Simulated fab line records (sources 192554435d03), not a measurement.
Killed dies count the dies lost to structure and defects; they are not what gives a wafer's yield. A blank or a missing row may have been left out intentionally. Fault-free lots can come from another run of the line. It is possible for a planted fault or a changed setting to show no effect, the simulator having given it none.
Struck lot and sound lot, side by side + flow n5_finfet + 40 out of 1938 route steps
Sound: these wafers, L170.2, L170.5, L170.6. Struck: wafers L180.2, L180.4, L180.6. The cause comes at the end.
Each step with rows lists, per side, the tool, then ch with its chambers, then its first start. Under that, the readings that differ: sound wafers + struck wafers + difference of the means + sigmas: that difference in standard deviations of wafers without a fault.
alike: readings with means less than 2 such deviations apart, plus words and numbers identical on both sides. not compared: withheld readings, readings lacking a value on some wafer, bounds such as >300 that could conceal the same value, and numbers that have no deviation in the record and whose values overlap.
Wherever a step has rows on one side only, a row that says differs or no value, or a row with sigmas, the two part there. When numbers do not overlap yet have no deviation, they are printed without sigmas and do not part them. Lack of a reading on every wafer of one side parts them only where that side has two or more wafers.

first, 12 steps without rows for these wafers: N5_HKMG_FIN_DESCUM_53 (chemistry O2, time 7.9 s); N5_HKMG_FIN_ETCH_54 (etches SiARC in CF4, target depth 45.5 nm, time 75.8 s); N5_HKMG_FIN_ETCH_55 (etches SOC in N2/H2, target depth 240 nm, time 300 s); N5_HKMG_FIN_STRIP_56 (strips in N2/H2); N5_HKMG_FIN_STRIP_57 (strips in CF4); N5_HKMG_FIN_ETCH_58 (etches SOC in N2/H2, target depth 215.8 nm, time 741 s); N5_HKMG_FIN_STRIP_93 (strips SOC in N2/H2, time 20 s); N5_HKMG_FIN_WET_ETCH_76 (etches Al2O3 in dNH4OH, stops on La2O3, target depth 2.25 nm, rinse time 30 s); N5_HKMG_FIN_STRIP_60 (strips in N2/H2, time 360 s); N5_HKMG_FIN_WET_ETCH_77 (etches La2O3 in dHCl, stops on HfO2, target depth 2 nm); N5_HKMG_FIN_WET_ETCH_78 (etches Al2O3 in dNH4OH, stops on La2O3, target depth 4.5 nm, rinse time 30 s); N5_HKMG_FIN_ALD_79 (deposits TiN, target thk 1.5 nm, pulse time 1 s, purge time 3 s).
N5_HKMG_FIN_CVD_62: deposits a-Si from Si2H6, target thk 3 nm, time 20.8 s.
  sound on thermal_cvd_si-01 ch 1,2, day 5 13:48; struck on thermal_cvd_si-01 ch 1,2, day 8 00:53
  no value came back on the struck wafers for chamber_pressure_Torr (Torr), heater_power_outer_w (W), heater_power_w (W); on the sound wafers chamber_pressure_Torr (Torr) reads 0.9968 0.9986 1.0013
then, 25 steps without rows for these wafers: N5_HKMG_FIN_RTA_80 (time 2 s); N5_HKMG_FIN_PRECLEAN_64 (cleans in dHF, time 30 s); N5_HKMG_FIN_WET_ETCH_65 (etches a-Si in TMAH, stops on TiN, time 49 s, target depth 3 nm); N5_HKMG_FIN_WET_ETCH_81 (etches TiN in SC1, stops on HfO2, time 57 s, target depth 6 nm); N5_HKMG_FIN_WET_ETCH_82 (etches La2O3 in dHCl, stops on HfO2, target depth 2 nm, rinse time 30 s); N5_HKMG_FIN_ALD_36 (deposits TiN, target thk 1 nm, pulse time 1 s, purge time 3 s); N5_HKMG_FIN_PWFM_ALD_03 (deposits TiN, target thk 2 nm, pulse time 1 s, purge time 3 s); N5_HKMG_FIN_COAT_29 (time 60 s, resist thk 300 nm); N5_HKMG_FIN_COAT_30 (time 60 s, resist thk 35 nm); N5_HKMG_FIN_COAT_06 (resist thk 90 nm); N5_HKMG_FIN_EBR_08; N5_HKMG_FIN_SOFTBAKE_07 (time 60 s); N5_HKMG_FIN_EXPOSE_09 (exposes mask NWFM); N5_HKMG_FIN_PEB_10 (peb time 60 s); N5_HKMG_FIN_DEVELOP_11 (develop time 30 s); N5_HKMG_FIN_DESCUM_17 (chemistry O2, time 7.9 s); N5_HKMG_FIN_ETCH_31 (etches SiARC in CF4, target depth 45.5 nm, time 75.8 s); N5_HKMG_FIN_ETCH_32 (etches SOC in N2/H2, target depth 240 nm, time 300 s); N5_HKMG_FIN_STRIP_33 (strips in N2/H2); N5_HKMG_FIN_STRIP_34 (strips in CF4); N5_HKMG_FIN_ETCH_35 (etches SOC in N2/H2, target depth 215.8 nm, time 243.4 s); N5_HKMG_FIN_STRIP_92 (strips SOC in N2/H2, time 20 s); N5_HKMG_FIN_WET_ETCH_18 (etches TiN in SC1, time 55 s, target depth 5.2 nm, rinse time 30 s); N5_HKMG_FIN_STRIP_19 (strips in N2/H2, time 360 s); N5_HKMG_FIN_ALD_91 (deposits TiN, target thk 1 nm, pulse time 1 s, purge time 3 s).
-- a jump in the record: the struck wafers' starts before and after are 5 days apart (it breaks off in module HKMG_FIN and resumes in module BEOL_M4, where the first step shown is number 1111 of the route) --
N5_BEOL_M4_RC_MEAS_101:
  sound on prober-01 ch 0, day 9 06:37; struck on prober-02 ch 0, day 12 20:07
| reading            | sound                | struck               | difference | sigmas |
|--------------------|----------------------|----------------------|------------|--------|
| EOT_N              | 10.40 10.43 10.40    | 11.86 11.73 11.93    | +1.43      | +16    |
| EOT_P              | 10.34 10.47 10.39    | 11.86 11.90 11.89    | +1.48      | +16    |
| IGATE_N (nA/um)    | 0.0143 0.0133 0.0156 | 0.0029 0.0028 0.0028 | -0.0116    | -7     |
| IGATE_P (nA/um)    | 0.0043 0.0040 0.0048 | 0.0009 0.0009 0.0009 | -0.0035    | -7     |
| IOFF_P (nA/um)     | 0.19 0.16 0.21       | 0.32 0.27 0.21       | +0.08      | +2     |
| IOFF_P_LIN (nA/um) | 0.093 0.080 0.099    | 0.145 0.133 0.108    | +0.038     | +3     |
  alike: DIBL_N, DIBL_P, IOFF_N, ION_N, ION_P, SS_N, SS_P, VT_N, VT_P
following that, these wafers have no rows for 1 step: N5_PASSIVATION_PROBE_49.

## WHERE THEY PART
First at N5_HKMG_FIN_CVD_62; last, within this record, at N5_BEOL_M4_RC_MEAS_101.

WHY: the cause the simulator had injected
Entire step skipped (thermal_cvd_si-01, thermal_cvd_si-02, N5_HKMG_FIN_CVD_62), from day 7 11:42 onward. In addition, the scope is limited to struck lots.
